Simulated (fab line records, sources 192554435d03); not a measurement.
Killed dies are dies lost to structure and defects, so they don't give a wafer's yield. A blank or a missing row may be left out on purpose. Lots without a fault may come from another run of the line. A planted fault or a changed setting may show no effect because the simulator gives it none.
fab line records | flow n5_finfet
record lots=24 wafers=72 last_day=18
route steps=1938 shown BEOL_M4@1079 BEOL_M5@1112
lots that met no fault: from a run of the same line without faults
start_h: hours from the record's first day to the start of the lot's first wafer shown | wait_h: hours since the lot's step before | " the same as in the row above | L1.1+2: a row that stands for several wafers | - no value, or no start given | * or withheld: withheld | < > ~ a bound
route shown NAME@n: a module of which the file shows steps, and the number in the route of the first | usual: mean/standard deviation of fault-free wafers | same: alike in all rows | chamber/n: place in a boat | sites: the reading at each site | _std_site: their standard deviation | _edge_site: outer sites' mean less inner sites' | radius_mm: how far each site lies from the wafer's centre | mask NAME#n: copy n | behind: the tool/chamber that last shaped the wafer | hold: why the lot was held/for how many hours/how that ended | device: the transistor (n, p or np) that didn't switch | end of line: the same wafers' tests at the end of the route | a step without rows: its recipe alone | killed: dies lost to structure and defects at the first sort, not the wafer's yield | map: a wafer's dies, x killed, . not, _ none there
set.NAME: the setting as run; set.NAME@STEP: as run at that earlier step | model.NAME: the simulator's own value behind a step, which no gauge read
steps of the route over a sample of lots; a table a step, a row a wafer
services: from which hour (start_h, from the record's first day; less than 0 if before it) a tool's chamber was out of use, for how many hours, and why
## steps
# step N5_BEOL_M4_DEGAS_44
# recipe ambient=vacuum temp_c=250 time_s=60
# usual heater_power_w=331/43
# columns lot.wafer tool chamber start_h wait_h heater_power_w
L074.2 pvd_sputter-03 - 160.17 0.0 396
L074.3 " - " " 276
L074.4 " - " " 320
L075.1 pvd_sputter-01 - 165.66 0.3 322
L075.3 " - " " 281
L075.5 " - " " 318
L076.1 pvd_sputter-03 - 171.40 0.4 329
L076.2 " - " " 367
L076.5 " - " " 370
L077.1 pvd_sputter-03 - 182.93 0.5 328
L077.2 " - " " 266
L077.3 " - " " 371
L078.3 pvd_sputter-01 - 187.34 0.6 390
L078.5 " - " " 320
L078.6 " - " " 284
L080.2 pvd_sputter-02 - 200.83 0.4 387
L080.4 " - " " 327
L080.5 " - " " 276
L079.1 pvd_sputter-01 - 200.90 0.4 322
L079.4 " - " " 280
L079.6 " - " " 320
L081.1 pvd_sputter-03 - 204.17 0.5 391
L081.2 " - " " 322
L081.3 " - " " 368
L083.2 pvd_sputter-02 - 216.13 0.4 322
L083.5 " - " " 392
L083.6 " - " " 319
L082.1 pvd_sputter-03 - 216.14 0.4 324
L082.3 " - " " 386
L082.6 " - " " 320
L084.3 pvd_sputter-03 - 230.10 0.3 386
L084.5 " - " " 366
L084.6 " - " " 267
L085.1 pvd_sputter-01 - 232.74 0.4 310
L085.2 " - " " 279
L085.5 " - " " 379
L086.1 pvd_sputter-01 - 232.82 0.2 283
L086.3 " - " " 325
L086.4 " - " " 400
L087.2 pvd_sputter-03 - 233.13 0.1 322
L087.3 " - " " 401
L087.4 " - " " 372
L088.2 pvd_sputter-03 - 240.44 0.7 375
L088.5 " - " " 370
L088.6 " - " " 398
L089.2 pvd_sputter-02 - 261.06 0.4 290
L089.3 " - " " 389
L089.6 " - " " 314
L091.2 pvd_sputter-01 - 264.27 0.4 401
L091.4 " - " " 325
L091.5 " - " " 321
L090.1 pvd_sputter-03 - 264.29 0.3 324
L090.2 " - " " 400
L090.3 " - " " 273
L092.1 pvd_sputter-03 - 282.56 0.1 371
L092.4 " - " " 395
L092.6 " - " " 369
L095.2 pvd_sputter-01 - 290.83 0.1 318
L095.3 " - " " 296
L095.5 " - " " 320
L093.1 pvd_sputter-01 - 294.05 0.7 279
L093.3 " - " " 385
L093.5 " - " " 318
L094.1 pvd_sputter-01 - 297.47 0.3 288
L094.2 " - " " 318
L094.5 " - " " 321
L097.2 pvd_sputter-02 - 297.74 0.1 329
L097.3 " - " " 314
L097.6 " - " " 320
L096.2 pvd_sputter-03 - 299.78 1.6 270
L096.4 " - " " 326
L096.6 " - " " 265
# step N5_BEOL_M4_ANNEAL_87
# recipe temp_c=400 time_s=240 ambient=vacuum
# usual heater_power_w=825/100
# columns lot.wafer tool chamber start_h wait_h heater_power_w
L074.2 pvd_sputter-02 - 161.78 0.0 714
L074.3 " - " " 951
L074.4 " - " " 805
L075.1 pvd_sputter-03 - 167.18 0.0 937
L075.3 " - " " 995
L075.5 " - " " 926
L076.1 pvd_sputter-03 - 173.04 0.0 672
L076.2 " - " " 800
L076.5 " - " " 982
L077.1 pvd_sputter-01 - 184.60 0.0 1000
L077.2 " - " " 801
L077.3 " - " " 788
L078.3 pvd_sputter-01 - 188.92 0.0 720
L078.5 " - " " 804
L078.6 " - " " 959
L080.2 pvd_sputter-02 - 202.18 0.0 795
L080.4 " - " " 706
L080.5 " - " " 698
L079.1 pvd_sputter-03 - 202.47 0.0 923
L079.4 " - " " 815
L079.6 " - " " 684
L081.1 pvd_sputter-01 - 206.95 0.0 815
L081.2 " - " " 733
L081.3 " - " " 794
L082.1 pvd_sputter-01 - 217.79 0.0 818
L082.3 " - " " 709
L082.6 " - " " 811
L083.2 pvd_sputter-02 - 217.85 0.0 808
L083.5 " - " " 808
L083.6 " - " " 968
L084.3 pvd_sputter-03 - 231.68 0.0 829
L084.5 " - " " 923
L084.6 " - " " 668
L085.1 pvd_sputter-02 - 234.10 0.0 782
L085.2 " - " " 825
L085.5 " - " " 805
L086.1 pvd_sputter-02 - 235.94 0.0 764
L086.3 " - " " 819
L086.4 " - " " 718
L087.2 pvd_sputter-03 - 236.16 0.0 679
L087.3 " - " " 844
L087.4 " - " " 902
L088.2 pvd_sputter-01 - 241.79 0.0 724
L088.5 " - " " 807
L088.6 " - " " 792
L089.2 pvd_sputter-03 - 262.71 0.0 692
L089.3 " - " " 819
L089.6 " - " " 804
L090.1 pvd_sputter-03 - 265.76 0.0 976
L090.2 " - " " 915
L090.3 " - " " 812
L091.2 pvd_sputter-02 - 265.90 0.0 792
L091.4 " - " " 977
L091.5 " - " " 982
L092.1 pvd_sputter-02 - 284.21 0.0 811
L092.4 " - " " 674
L092.6 " - " " 794
L095.2 pvd_sputter-02 - 292.18 0.0 945
L095.3 " - " " 800
L095.5 " - " " 699
L093.1 pvd_sputter-01 - 295.75 0.0 800
L093.3 " - " " 718
L093.5 " - " " 785
L094.1 pvd_sputter-02 - 298.94 0.0 985
L094.2 " - " " 804
L094.5 " - " " 781
L097.2 pvd_sputter-01 - 299.72 0.0 798
L097.3 " - " " 1005
L097.6 " - " " 798
L096.2 pvd_sputter-02 - 301.12 0.0 969
L096.4 " - " " 795
L096.6 " - " " 715
# step N5_BEOL_M5_ILD_DEP_00
# recipe material=SiCOH_lowk target_thk_a=1406.4 temp_c=300 precursor=DEMS/porogen pressure_torr=5 rf_w=500 time_s=25.9
# usual heater_power_w=300/52 showerhead_plenum_p_Torr=5.734/0.016 throttle_valve_pct=14.1/0.71
# columns lot.wafer tool chamber start_h wait_h heater_power_w showerhead_plenum_p_Torr throttle_valve_pct
L074.2 pecvd-01 1 164.88 0.7 200 5.728 14.0
L074.3 " 0 " " 294 5.728 15.2
L074.4 " 2 " " 223 5.739 13.8
L075.1 pecvd-02 1 170.27 0.8 365 5.712 15.2
L075.3 " 0 " " 298 5.754 13.4
L075.5 " 1 " " 371 5.706 15.1
L076.1 pecvd-01 0 176.13 0.8 282 5.742 15.1
L076.2 " 2 " " 246 5.738 13.8
L076.5 " 1 " " 234 5.738 14.0
L077.1 pecvd-03 2 187.77 0.8 333 5.750 13.0
L077.2 " 0 " " 331 5.742 14.5
L077.3 " 0 " " 347 5.739 14.3
L078.3 pecvd-01 1 192.01 0.5 231 5.729 13.7
L078.5 " 2 " " 296 5.733 13.9
L078.6 " 1 " " 231 5.729 13.8
L080.2 pecvd-01 0 205.30 0.7 279 5.734 14.9
L080.4 " 1 " " 226 5.723 13.9
L080.5 " 2 " " 253 5.727 13.7
L079.1 pecvd-03 1 205.61 0.8 330 5.758 14.6
L079.4 " 1 " " 325 5.746 14.6
L079.6 " 2 " " 372 5.729 12.7
L081.1 pecvd-01 0 210.03 0.8 250 5.733 14.8
L081.2 " 1 " " 206 5.747 13.9
L081.3 " 2 " " 232 5.718 13.9
L082.1 pecvd-03 0 220.92 0.8 325 5.745 14.6
L082.3 " 1 " " 358 5.756 14.5
L082.6 " 1 " " 273 5.751 14.5
L083.2 pecvd-01 1 220.98 0.7 196 5.742 13.9
L083.5 " 2 " " 286 5.718 13.9
L083.6 " 0 " " 288 5.734 15.2
L084.3 pecvd-03 2 235.36 0.5 386 5.728 13.2
L084.5 " 0 " " 353 5.727 14.9
L084.6 " 2 " " 384 5.735 13.1
L085.1 pecvd-02 2 237.20 0.8 291 5.711 13.4
L085.2 " 0 " " 291 5.738 13.4
L085.5 " 1 " " 396 5.718 15.3
L086.1 pecvd-01 0 239.03 0.8 292 5.742 15.0
L086.3 " 1 " " 205 5.722 13.9
L086.4 " 2 " " 234 5.728 13.8
L087.2 pecvd-03 2 239.27 0.7 310 5.725 13.1
L087.3 " 0 " " 297 5.715 14.2
L087.4 " 1 " " 309 5.759 14.3
L088.2 pecvd-03 1 245.00 0.7 315 5.761 14.7
L088.5 " 2 " " 300 5.744 13.3
L088.6 " 0 " " 325 5.726 14.4
L089.2 pecvd-02 2 265.83 0.7 256 5.717 13.6
L089.3 " 0 " " 283 5.737 13.4
L089.6 " 1 " " 349 5.705 15.2
L090.1 pecvd-02 1 268.86 0.8 379 5.728 15.0
L090.2 " 2 " " 252 5.722 13.6
L090.3 " 0 " " 321 5.742 13.4
L091.2 pecvd-03 2 269.04 0.7 368 5.739 13.1
L091.4 " 2 " " 370 5.750 13.0
L091.5 " 1 " " 351 5.752 14.7
L092.1 pecvd-02 0 287.29 0.8 306 5.755 13.4
L092.4 " 2 " " 272 5.706 13.6
L092.6 " 1 " " 389 5.726 15.3
L095.2 pecvd-02 0 295.42 0.7 279 5.759 13.5
L095.3 " 1 " " 372 5.706 14.8
L095.5 " 1 " " 370 5.697 15.0
L093.1 pecvd-03 1 298.91 0.8 315 5.760 14.2
L093.3 " 0 " " 354 5.736 14.5
L093.5 " 0 " " 281 5.739 14.6
L094.1 pecvd-02 0 302.07 0.8 289 5.742 13.5
L094.2 " 1 " " 389 5.700 15.3
L094.5 " 1 " " 326 5.701 14.9
L097.2 pecvd-03 1 302.82 0.7 340 5.768 14.1
L097.3 " 2 " " 323 5.742 13.2
L097.6 " 2 " " 320 5.754 13.1
L096.2 pecvd-01 2 304.25 0.7 265 5.727 14.0
L096.4 " 0 " " 268 5.724 15.2
L096.6 " 1 " " 199 5.745 13.7
# step N5_BEOL_M5_STRIP_19
# recipe chemistry=O2 power_w=400 temp_c=40 pressure_mtorr=30 rf_frequency_hz=6e+07 bias_power_w=0 overash_fraction=0.2 o2_flow_sccm=225
# usual drypump_motor_current_A=5.8/0.45 oes_product_au=0.74/0.059 rf_vpp_V=3.7/0.46 showerhead_plenum_p_Torr=2.09/0.066 throttle_valve_pct=16.77/0.16
# columns lot.wafer tool chamber start_h wait_h drypump_motor_current_A oes_product_au rf_hours_counter_h rf_vpp_V showerhead_plenum_p_Torr throttle_valve_pct
L074.2 rie_diel-02 3 167.00 0.1 5.9 0.71 195 3.5 2.00 16.79
L074.3 " 2 " " 5.0 0.74 183 3.5 2.07 16.50
L074.4 " 2 " " 4.9 0.74 - 3.6 2.07 16.50
L075.1 rie_diel-01 1 172.47 0.1 6.5 0.90 39 3.6 2.13 16.49
L075.3 " 3 " " 5.0 0.72 193 3.5 2.02 16.78
L075.5 " 0 " " 6.0 0.77 - 3.8 2.03 16.97
L076.1 rie_diel-05 2 180.24 0.2 5.6 0.71 213 4.0 2.15 16.68
L076.2 " 1 " " 5.7 0.71 175 3.7 2.01 17.09
L076.5 " 3 " " 5.6 0.72 - 4.3 2.17 16.81
L077.1 rie_diel-05 2 191.65 0.1 5.6 0.71 216 3.4 2.15 16.70
L077.2 " 0 " " 5.9 0.83 78 3.7 2.20 16.65
L077.3 " 1 " " 5.7 0.72 178 3.8 2.01 17.08
L078.3 rie_diel-01 2 193.68 0.1 6.0 0.72 189 3.7 2.15 16.75
L078.5 " 3 " " 5.0 0.71 - 3.6 2.01 16.81
L078.6 " 0 " " 6.0 0.77 - 3.0 2.03 16.98
L080.2 rie_diel-05 1 207.85 0.2 5.7 0.71 183 3.8 2.00 17.11
L080.4 " 0 " " 5.9 0.83 83 3.6 2.20 16.65
L080.5 " 1 " " 5.7 0.71 - 3.6 2.00 17.11
L079.1 rie_diel-01 3 207.88 0.1 5.0 0.71 204 3.4 2.01 16.79
L079.4 " 2 " " 6.0 0.71 194 3.6 2.15 16.77
L079.6 " 0 " " 6.0 0.78 - 4.0 2.03 17.00
L081.1 rie_diel-05 2 212.43 0.1 5.6 0.72 222 4.1 2.15 16.69
L081.2 " 0 " " 5.8 0.84 83 3.5 2.20 16.65
L081.3 " 1 " " 5.7 0.72 184 4.4 2.00 17.11
L082.1 rie_diel-02 0 222.96 0.1 5.7 0.73 177 2.5 2.09 16.61
L082.3 " 3 " " 5.9 0.69 212 3.8 2.00 16.82
L082.6 " 0 " " 5.7 0.73 - 3.3 2.09 16.61
L083.2 rie_diel-02 1 223.15 0.1 6.2 0.71 202 4.1 2.17 16.76
L083.5 " 3 " " 5.9 0.69 - 3.4 2.00 16.83
L083.6 " 0 " " 5.7 0.73 - 3.2 2.09 16.62
L084.3 rie_diel-05 2 238.19 0.1 5.6 0.71 229 4.2 2.15 16.70
L084.5 " 2 " " 5.6 0.71 - 3.4 2.15 16.69
L084.6 " 3 " " 5.6 0.70 - 4.2 2.17 16.86
L085.1 rie_diel-02 3 238.92 0.2 5.9 0.69 217 3.6 2.00 16.83
L085.2 " 1 " " 6.1 0.71 206 3.6 2.17 16.75
L085.5 " 2 " " 4.9 0.73 - 3.8 2.06 16.56
L086.1 rie_diel-02 1 241.62 0.2 6.2 0.70 207 3.6 2.17 16.77
L086.3 " 3 " " 5.9 0.68 218 3.2 2.00 16.84
L086.4 " 0 " " 5.7 0.73 183 3.1 2.09 16.63
L087.2 rie_diel-01 2 242.14 0.1 6.0 0.70 204 3.3 2.14 16.79
L087.3 " 0 " " 6.0 0.76 168 4.0 2.03 17.00
L087.4 " 3 " " 5.0 0.71 213 3.6 2.01 16.82
L088.2 rie_diel-01 3 247.00 0.1 5.0 0.71 215 3.7 2.01 16.81
L088.5 " 2 " " 5.9 0.70 - 3.6 2.14 16.79
L088.6 " 3 " " 5.0 0.70 - 3.7 2.01 16.82
L089.2 rie_diel-01 2 269.49 0.1 6.0 0.70 212 3.7 2.14 16.80
L089.3 " 3 " " 5.0 0.70 221 3.5 2.01 16.84
L089.6 " 1 " " 6.5 0.87 - 3.3 2.12 16.55
L090.1 rie_diel-01 3 273.61 0.2 5.0 0.70 222 2.6 2.01 16.83
L090.2 " 0 " " 6.0 0.75 176 3.6 2.02 17.04
L090.3 " 2 " " 6.0 0.70 213 3.6 2.14 16.82
L091.2 rie_diel-01 1 273.65 0.2 6.5 0.87 69 3.5 2.12 16.55
L091.4 " 3 " " 5.0 0.69 222 4.6 2.01 16.83
L091.5 " 2 " " 5.9 0.69 - 2.9 2.14 16.80
L092.1 rie_diel-05 0 289.47 0.1 5.9 0.80 105 3.9 2.19 16.68
L092.4 " 3 " " 5.6 0.69 249 4.0 2.16 16.86
L092.6 " 2 " " 5.6 0.70 - 3.8 2.14 16.72
L095.2 rie_diel-01 2 298.14 0.1 6.0 0.69 220 3.8 2.14 16.81
L095.3 " 3 " " 5.0 0.69 230 4.0 2.00 16.86
L095.5 " 1 " " 6.5 0.86 - 4.1 2.12 16.56
L093.1 rie_diel-02 0 301.28 0.1 5.7 0.71 199 4.4 2.08 16.65
L093.3 " 2 " " 5.0 0.71 221 4.7 2.06 16.59
L093.5 " 1 " " 6.2 0.70 - 4.0 2.16 16.79
L094.1 rie_diel-02 1 304.30 0.1 6.2 0.69 225 3.7 2.16 16.80
L094.2 " 0 " " 5.7 0.71 200 3.4 2.08 16.67
L094.5 " 1 " " 6.2 0.68 - 3.2 2.16 16.79
L097.2 rie_diel-02 3 304.86 0.1 5.9 0.67 236 3.6 1.99 16.89
L097.3 " 0 " " 5.7 0.71 200 4.2 2.08 16.65
L097.6 " 0 " " 5.7 0.71 - 4.0 2.08 16.66
L096.2 rie_diel-01 0 307.82 0.1 6.0 0.74 187 3.9 2.02 17.05
L096.4 " 1 " " 6.5 0.86 80 3.7 2.12 16.59
L096.6 " 2 " " 6.0 0.68 - 3.5 2.14 16.82
# step N5_BEOL_M5_INSPECT_30
# recipe mode=adi inspect_instrument=brightfield
# usual raw_defect_count=373/81
# columns lot.wafer tool chamber start_h wait_h raw_defect_count
L074.2 defect_inspect-01 - 168.10 0.1 289
L074.3 " - " " 258
L074.4 " - " " 345
L075.1 defect_inspect-02 - 174.29 0.1 307
L075.3 " - " " 400
L075.5 " - " " 416
L076.1 defect_inspect-01 - 181.58 0.1 380
L076.2 " - " " 553
L076.5 " - " " 399
L077.1 defect_inspect-01 - 193.01 0.1 298
L077.2 " - " " 279
L077.3 " - " " 465
L078.3 defect_inspect-01 - 194.27 0.0 438
L078.5 " - " " 472
L078.6 " - " " 403
L079.1 defect_inspect-01 - 208.50 0.1 332
L079.4 " - " " 369
L079.6 " - " " 370
L080.2 defect_inspect-02 - 208.59 0.0 525
L080.4 " - " " 456
L080.5 " - " " 420
L081.1 defect_inspect-01 - 215.26 0.1 401
L081.2 " - " " 381
L081.3 " - " " 249
L082.1 defect_inspect-02 - 223.56 0.1 477
L082.3 " - " " 284
L082.6 " - " " 344
L083.2 defect_inspect-01 - 224.35 0.0 197
L083.5 " - " " 224
L083.6 " - " " 281
L084.3 defect_inspect-01 - 238.66 0.0 646
L084.5 " - " " 599
L084.6 " - " " 441
L085.1 defect_inspect-01 - 239.55 0.1 369
L085.2 " - " " 359
L085.5 " - " " 345
L086.1 defect_inspect-01 - 244.49 0.1 432
L086.3 " - " " 395
L086.4 " - " " 432
L087.2 defect_inspect-01 - 244.80 0.0 370
L087.3 " - " " 400
L087.4 " - " " 375
L088.2 defect_inspect-01 - 251.21 0.0 531
L088.5 " - " " 347
L088.6 " - " " 310
L089.2 defect_inspect-02 - 271.48 0.0 344
L089.3 " - " " 307
L089.6 " - " " 368
L091.2 defect_inspect-01 - 274.65 0.0 521
L091.4 " - " " 451
L091.5 " - " " 276
L090.1 defect_inspect-02 - 275.21 0.1 346
L090.2 " - " " 347
L090.3 " - " " 468
L092.1 defect_inspect-01 - 290.02 0.1 375
L092.4 " - " " 390
L092.6 " - " " 316
L095.2 defect_inspect-01 - 299.57 0.0 441
L095.3 " - " " 377
L095.5 " - " " 307
L093.1 defect_inspect-01 - 302.25 0.1 263
L093.3 " - " " 296
L093.5 " - " " 476
L097.2 defect_inspect-02 - 306.87 0.0 355
L097.3 " - " " 469
L097.6 " - " " 293
L094.1 defect_inspect-01 - 306.92 0.1 369
L094.2 " - " " 335
L094.5 " - " " 320
L096.2 defect_inspect-01 - 308.38 0.0 444
L096.4 " - " " 346
L096.6 " - " " 338
# step N5_BEOL_M5_ETCH_75
# recipe chemistry=N2/H2 target=underlayer target_depth_a=65 mask_material=CAR-EUV time_s=5.2 ion_energy_ev=200 pressure_mtorr=30 source_w=840 bias_w=150 n2_flow_sccm=200 h2_flow_sccm=200 ends=cleared
# usual drypump_motor_current_A=5.8/0.49 etch_rf_on_time_s=5.22/0.12 oes_product_au=0.62/0.041 rf_vpp_V=523.2/2.8 showerhead_plenum_p_Torr=2.52/0.081 throttle_valve_pct=17.90/0.15
# columns lot.wafer tool chamber start_h wait_h drypump_motor_current_A etch_rf_on_time_s oes_product_au rf_hours_counter_h rf_vpp_V showerhead_plenum_p_Torr throttle_valve_pct
L074.2 rie_diel-05 0 168.27 0.0 5.9 5.10 0.72 70 527.9 2.68 17.75
L074.3 " 1 " " 5.7 5.44 0.61 171 518.4 2.42 18.30
L074.4 " 2 " " 5.6 5.39 0.60 209 525.9 2.62 17.82
L075.1 rie_diel-01 1 174.59 0.0 6.5 5.33 0.74 40 526.7 2.60 17.84
L075.3 " 0 " " 6.1 5.25 0.66 149 519.0 2.43 17.95
L075.5 " 2 " " 6.0 5.31 0.62 - 527.1 2.63 17.98
L076.1 rie_diel-01 2 181.65 0.0 5.9 5.34 0.62 186 528.3 2.63 17.95
L076.2 " 1 " " 6.5 5.41 0.74 42 525.3 2.60 17.85
L076.5 " 2 " " 6.0 5.34 0.61 - 526.0 2.63 17.95
L077.1 rie_diel-02 3 193.08 0.0 5.9 5.38 0.59 204 521.5 2.43 18.05
L077.2 " 0 " " 5.8 5.04 0.63 168 521.7 2.53 17.73
L077.3 " 1 " " 6.1 5.18 0.62 194 524.4 2.60 17.66
L078.3 rie_diel-02 2 194.34 0.0 5.0 5.12 0.63 191 523.0 2.52 17.78
L078.5 " 0 " " 5.7 5.03 0.64 - 524.8 2.53 17.74
L078.6 " 1 " " 6.2 5.12 0.62 - 525.9 2.60 17.68
L079.1 rie_diel-01 0 208.57 0.0 6.0 5.24 0.66 158 521.7 2.43 17.98
L079.4 " 3 " " 5.0 5.21 0.60 204 519.7 2.42 18.03
L079.6 " 1 " " 6.5 5.33 0.73 - 525.0 2.59 17.84
L080.2 rie_diel-02 0 208.66 0.0 5.8 5.06 0.63 173 520.7 2.53 17.73
L080.4 " 1 " " 6.1 5.17 0.62 198 524.2 2.60 17.67
L080.5 " 1 " " 6.2 5.15 0.62 - 526.6 2.60 17.67
L081.1 rie_diel-02 2 215.73 0.0 5.0 5.19 0.62 197 523.3 2.52 17.79
L081.2 " 0 " " 5.8 5.08 0.62 175 522.7 2.53 17.75
L081.3 " 3 " " 5.9 5.39 0.59 210 521.3 2.43 18.05
L082.1 rie_diel-05 0 223.63 0.0 5.8 5.03 0.72 86 527.4 2.67 17.80
L082.3 " 1 " " 5.7 5.26 0.61 186 519.4 2.41 18.33
L082.6 " 1 " " 5.7 5.30 0.60 - 520.6 2.41 18.34
L083.2 rie_diel-01 1 224.42 0.0 6.5 5.39 0.73 55 527.4 2.59 17.84
L083.5 " 3 " " 5.0 5.21 0.60 - 519.6 2.42 18.06
L083.6 " 0 " " 6.0 5.23 0.64 - 519.6 2.43 17.99
L084.3 rie_diel-01 2 238.73 0.0 6.0 5.41 0.60 203 524.4 2.62 18.00
L084.5 " 3 " " 5.0 5.19 0.61 - 520.3 2.42 18.05
L084.6 " 2 " " 6.0 5.40 0.61 - 527.3 2.62 17.97
L085.1 rie_diel-02 1 239.62 0.0 6.2 5.14 0.61 207 525.8 2.60 17.68
L085.2 " 3 " " 5.9 5.31 0.58 217 521.1 2.43 18.09
L085.5 " 3 " " 5.9 5.36 0.59 - 520.1 2.43 18.09
L086.1 rie_diel-02 3 244.56 0.0 5.9 5.39 0.58 219 519.5 2.42 18.09
L086.3 " 0 " " 5.8 5.05 0.62 183 526.0 2.52 17.76
L086.4 " 1 " " 6.2 5.15 0.62 208 526.3 2.60 17.67
L087.2 rie_diel-01 2 244.93 0.0 6.0 5.33 0.61 205 526.7 2.62 17.98
L087.3 " 0 " " 6.0 5.27 0.65 168 519.1 2.43 18.01
L087.4 " 3 " " 5.0 5.21 0.60 214 520.8 2.42 18.08
L088.2 rie_diel-02 2 251.75 0.0 5.0 5.09 0.62 206 523.9 2.51 17.82
L088.5 " 0 " " 5.8 4.98 0.62 - 521.7 2.52 17.74
L088.6 " 1 " " 6.2 5.19 0.60 - 525.0 2.60 17.70
L089.2 rie_diel-02 0 271.67 0.0 5.7 5.08 0.61 191 523.0 2.52 17.80
L089.3 " 3 " " 5.9 5.42 0.57 226 520.7 2.42 18.08
L089.6 " 2 " " 4.9 5.14 0.62 - 521.1 2.51 17.82
L091.2 rie_diel-01 3 274.72 0.0 5.0 5.13 0.60 223 520.2 2.42 18.09
L091.4 " 0 " " 6.0 5.22 0.64 177 522.1 2.42 18.00
L091.5 " 0 " " 6.0 5.24 0.65 - 522.1 2.42 18.02
L090.1 rie_diel-01 1 275.37 0.0 6.5 5.36 0.70 69 524.7 2.58 17.88
L090.2 " 2 " " 6.0 5.40 0.59 213 526.9 2.62 17.96
L090.3 " 0 " " 6.0 5.33 0.64 177 520.5 2.42 17.98
L092.1 rie_diel-02 1 290.57 0.0 6.2 5.16 0.60 221 525.4 2.59 17.71
L092.4 " 2 " " 5.0 5.17 0.61 219 522.3 2.51 17.85
L092.6 " 3 " " 5.9 5.30 0.58 - 521.9 2.42 18.10
L095.2 rie_diel-02 3 299.89 0.0 5.9 5.30 0.57 235 520.3 2.42 18.10
L095.3 " 2 " " 5.0 5.09 0.62 221 521.7 2.51 17.83
L095.5 " 2 " " 4.9 5.07 0.61 - 522.4 2.51 17.84
L093.1 rie_diel-02 3 302.32 0.0 5.9 5.26 0.58 236 520.7 2.42 18.11
L093.3 " 2 " " 4.9 5.13 0.62 222 521.1 2.51 17.87
L093.5 " 1 " " 6.2 5.16 0.59 - 527.3 2.59 17.69
L097.2 rie_diel-01 1 306.94 0.0 6.5 5.38 0.71 79 523.8 2.58 17.89
L097.3 " 0 " " 6.1 5.27 0.63 187 521.4 2.42 18.03
L097.6 " 0 " " 6.0 5.35 0.64 - 520.0 2.42 18.01
L094.1 rie_diel-02 3 306.99 0.0 5.9 5.39 0.57 237 520.5 2.42 18.10
L094.2 " 0 " " 5.8 5.10 0.61 201 523.1 2.51 17.81
L094.5 " 3 " " 5.9 5.39 0.57 - 520.4 2.42 18.08
L096.2 rie_diel-02 1 308.67 0.0 6.1 5.14 0.60 226 527.7 2.59 17.72
L096.4 " 2 " " 5.0 5.12 0.61 223 522.6 2.51 17.85
L096.6 " 3 " " 5.9 5.37 0.57 - 519.7 2.42 18.09
## services
# columns tool chamber start_h hours kind
pvd_sputter-03 - 149.66 0.9 repair
rie_diel-02 1 163.00 10.2 repair
rie_diel-05 1 177.64 1.4 repair
pecvd-01 1 178.04 5.5 scheduled_down
rie_diel-01 0 181.02 4.1 repair
pecvd-03 1 181.93 7.5 repair
pecvd-01 0 212.78 2.1 scheduled_down
pecvd-03 0 215.13 5.5 scheduled_down
pecvd-02 - 226.68 1.2 repair
pvd_sputter-01 - 265.37 5.6 repair
rie_diel-05 3 291.67 - clean
rie_diel-05 3 291.67 - consumable_replace:focus_ring
pecvd-02 2 299.65 5.5 scheduled_down
pecvd-03 0 300.29 4.7 repair
pecvd-02 1 305.11 2.1 scheduled_down
pecvd-02 - 307.51 5.5 pm
## key
fault none
